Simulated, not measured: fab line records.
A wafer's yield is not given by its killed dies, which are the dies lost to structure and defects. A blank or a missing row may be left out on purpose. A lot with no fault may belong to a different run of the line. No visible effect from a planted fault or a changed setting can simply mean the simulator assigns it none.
Which tool was responsible?    flow n5-finfet    13 lots, 39 wafers sampled, at 4 steps of a route of 1938

== WHAT THE GAUGES READ, wafer by wafer ==
N5_PASSIVATION_CD_MEAS_30 targets a cd of 4000 nm.
lot   measured      on         cd-nm (nm)
L982  day 11 22:20  cd-sem-02  4000.0 4004.3 3999.1
L983  day 12 18:57  cd-sem-03  3998.9 4000.5 3999.2
L984  day 12 23:46  cd-sem-02  3997.8 4000.0 3999.2
L985  day 13 00:05  cd-sem-03  3997.9 4001.8 3999.8
L986  day 13 07:46  cd-sem-02  4000.8 4000.0 3999.0
L988  day 14 00:01  cd-sem-02  4000.4 4000.6 4005.5
L987  day 13 22:11  cd-sem-01  4004.1 4000.5 4002.9
L989  day 14 09:45  cd-sem-03  4004.4 3999.8 4000.0
L990  day 14 14:46  cd-sem-03  3998.7 3998.8 4001.9
L991  day 14 14:15  cd-sem-02  4002.8 3999.3 3999.2
L992  day 14 14:59  cd-sem-02  4001.0 4004.3 4004.5
L993  day 14 22:02  cd-sem-03  4003.6 4002.2 4003.5
L996  day 16 04:29  cd-sem-02  3999.9 4000.0 4003.9

N5_PASSIVATION_OVL_MEAS_63.
lot   measured      on          PAD_OVL (nm)
L982  day 11 22:22  overlay-01  -3 3 -2
L983  day 12 18:59  overlay-02  8 12 14
L984  day 12 23:47  overlay-01  0 -2 -3
L985  day 13 00:06  overlay-02  2 2 -4
L986  day 13 07:47  overlay-02  7 4 4
L988  day 14 00:03  overlay-02  -4 -3 2
L987  day 13 22:13  overlay-02  13 9 10
L989  day 14 09:47  overlay-01  0 -3 -5
L990  day 14 14:47  overlay-01  3 5 7
L991  day 14 14:17  overlay-01  -6 6 -6
L992  day 14 15:01  overlay-02  17 13 14
L993  day 14 22:04  overlay-01  6 6 11
L996  day 16 04:31  overlay-01  11 11 2

N5_PASSIVATION_CD_MEAS_44 targets a cd of 40000 nm.
lot   measured      on         cd-nm (nm)
L982  day 12 00:43  cd-sem-01  40004 40006 40002
L983  day 12 20:47  cd-sem-01  39999 39998 40002
L984  day 13 01:41  cd-sem-01  40001 39999 39998
L985  day 13 02:00  cd-sem-01  40006 39999 40001
L986  day 13 09:30  cd-sem-01  40000 40003 40004
L988  day 14 01:48  cd-sem-01  39996 39998 39996
L987  day 13 23:57  cd-sem-03  39999 40002 40008
L989  day 14 11:37  cd-sem-02  40004 40001 40000
L990  day 14 16:31  cd-sem-01  40001 40011 40005
L991  day 14 16:14  cd-sem-01  39997 39998 40000
L992  day 14 17:38  cd-sem-03  40004 40006 40006
L993  day 14 23:54  cd-sem-03  40000 40002 40002
L996  day 16 06:58  cd-sem-02  40002 39995 40001

== WHICH TOOL RAN EACH LOT (tool, then ch and the chambers of the sampled wafers, then the start) ==
lot   N5_BEOL_M4_SPUTTER_92
L982  pvd-sputter-01, day 7 22:10
L983  pvd-sputter-03, day 8 14:17
L984  pvd-sputter-02, day 8 17:32
L985  pvd-sputter-01, day 8 17:55
L986  pvd-sputter-02, day 9 09:14
L988  pvd-sputter-02, day 9 19:50
L987  pvd-sputter-03, day 9 22:19
L989  pvd-sputter-02, day 10 02:43
L990  pvd-sputter-01, day 10 02:53
L991  pvd-sputter-01, day 10 04:51
L992  pvd-sputter-03, day 10 06:29
L993  pvd-sputter-01, day 11 02:31
L996  pvd-sputter-01, day 11 19:58
- N5_BEOL_M4_SPUTTER_92: material Cu, target thk 4.5 nm, time 8.29 s.

== WHAT THE TOOLS THEMSELVES READ (means of the sampled wafers that have a number; where no wafer has one, the mark that the record gives instead) ==
N5_BEOL_M4_SPUTTER_92.
lot   tool            throttle-valve-pct (%)
L982  pvd-sputter-01  29.9
L983  pvd-sputter-03  30.0
L984  pvd-sputter-02  29.0
L985  pvd-sputter-01  30.2
L986  pvd-sputter-02  29.6
L988  pvd-sputter-02  28.3
L987  pvd-sputter-03  29.5
L989  pvd-sputter-02  28.4
L990  pvd-sputter-01  30.3
L991  pvd-sputter-01  30.5
L992  pvd-sputter-03  29.3
L993  pvd-sputter-01  30.7
L996  pvd-sputter-01  30.4

== THE ANSWER, worked out from the rows above alone ==
Rule: the lots themselves supply what counts as usual. The widest of any qualifying gaps counts: lots, ordered by their means at a reading, are off when they make up no more than a third of the lots, leave a main group of 4 or more, and stand apart from it by 3 or more times the standard deviation of that group's means. If all means in a main group match to the digits the tables above print for the reading, that group is not used. A lot without any number at a reading at which 4 lots or more have one is off too. All remaining lots with rows at the step are treated as sound. The gauges are gone through in route order, then the tools' own readings, and for those a lot's mean is taken as printed above. At the first step where some lot is off, the reading lying furthest off is the one used; lots without a number count as furthest.
No lot is off on any of the readings shown, so nothing can be concluded from this.

== WHAT THE SIMULATOR HAD INSERTED ==
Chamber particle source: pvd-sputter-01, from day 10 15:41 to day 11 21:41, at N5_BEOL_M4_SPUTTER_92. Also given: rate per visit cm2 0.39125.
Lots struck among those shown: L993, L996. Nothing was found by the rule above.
